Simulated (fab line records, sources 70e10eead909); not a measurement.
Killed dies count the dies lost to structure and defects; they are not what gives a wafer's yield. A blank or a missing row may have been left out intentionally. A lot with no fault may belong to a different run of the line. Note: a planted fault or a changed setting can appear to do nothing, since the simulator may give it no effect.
Code-filled problem report in 8D (eight disciplines) form | flow nand_harc | the parts of the form that need people (team, actions taken, sign-off) are left out

## 1. WHAT WENT WRONG
Mean of run_length_s at NHARC_A_M1_ETCH_35: 56.5 s over 2 wafers from 1 lot, against 65.4 s (standard deviation 0.49) on wafers with no fault. That puts it -18 standard deviations away from the usual mean.
The step: etches the open film in N2/H2, target depth 40 nm, overetch 12 nm, time 43.94 s.
Seen first at day 22 23:28 on rie_diel-07, wafer L316.3. The record holds 36 wafers of 12 lots with a number at this step. By rule, "out" or "out of limits" means more than 4 standard deviations away from the usual mean. Any other wafer with a number is counted as sound.

## 2. WHAT THIS IS AND IS NOT
question                    | is                | is not
which readings at this step | run_length_s      | drypump_motor_current_A, oes_product_au, rf_vpp_V, showerhead_plenum_p_Torr, throttle_valve_pct
which lots                  | L316              | L302, L303, L306, L307, L310, L314, L320, L321, L322, L323, L324
which wafers of those lots  | L316.3, L316.6    | L316.1
read on which tools         | rie_diel-07       | rie_diel-03, rie_diel-06
when                        | from day 22 23:28 | up to then (16 sound wafers); but 18 sound wafers of L314, L320, L321, L322, L323, L324 came after

## 3. WHAT RULES OUT EACH SUSPECT
Counting: any tool at a process step up to the reading remains a suspect provided it ran every lot that is out. Sound lots after the first of them don't rule it out here, since some wafers of a struck lot are sound.
- pvd_sputter-03 at NHARC_A_M0_PVD_20 (deposits TaN, target thk 5 nm, time 8.06 s): kept. It processed L316, the lot that is out, at day 22 21:14, and its most recent sound lot before then was L310 at day 20 16:59. With no start given for some of its lots, NHARC_A_M0_PVD_20 uses the hours and lot order of NHARC_A_M0_THK_MEAS_24.
- rie_diel-07 at NHARC_A_M1_ETCH_35 (etches the open film in N2/H2, target depth 40 nm, overetch 12 nm, time 43.94 s): kept. It processed L316, the lot that is out, at day 22 23:28, and its most recent sound lot before then was L310 at day 20 18:47. On those wafers its own readings are out: run_length_s.
- Within rie_diel-07 at NHARC_A_M1_ETCH_35: the wafers that are out ran in chamber 0; their sound lot-mates ran in chamber 1.
After counting, pvd_sputter-03 at NHARC_A_M0_PVD_20 and rie_diel-07 at NHARC_A_M1_ETCH_35 remain.

## 4. THE CAUSE (what the simulator had put in)
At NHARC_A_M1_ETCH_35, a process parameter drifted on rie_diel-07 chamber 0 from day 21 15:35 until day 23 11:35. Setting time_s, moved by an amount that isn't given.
Counting left 2 suspects, and this tool is among them.

## 5. THE EFFECT CHAIN, in route order
Each row: a reading where the mean over the struck wafers with a number is more than 3 standard deviations away from the usual. Only readings whose record carries a usual standard deviation are examined. hours: median over the lots of the time between each lot's start at the first step of this table that gives one and its start at this step. sigmas: the change, counted in usual standard deviations.
hours | step               | reading      | usual  | on struck wafers | change | sigmas
0     | NHARC_A_M1_ETCH_35 | run_length_s | 65.4 s | 56.5             | -8.9   | -18
Here are the process steps it includes:
- NHARC_A_M1_ETCH_35: etches the open film in N2/H2, target depth 40 nm, overetch 12 nm, time 43.94 s.
Later measuring or inspecting steps at which every struck wafer that the step has a row for has a number for every such reading, and none has moved that far: NHARC_END_SORT_01.

## 6. HOW IT WOULD HAVE BEEN CAUGHT EARLIER
In this record the first reading out of limits was taken at day 22 23:28, 32 hours after the fault began at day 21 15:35.
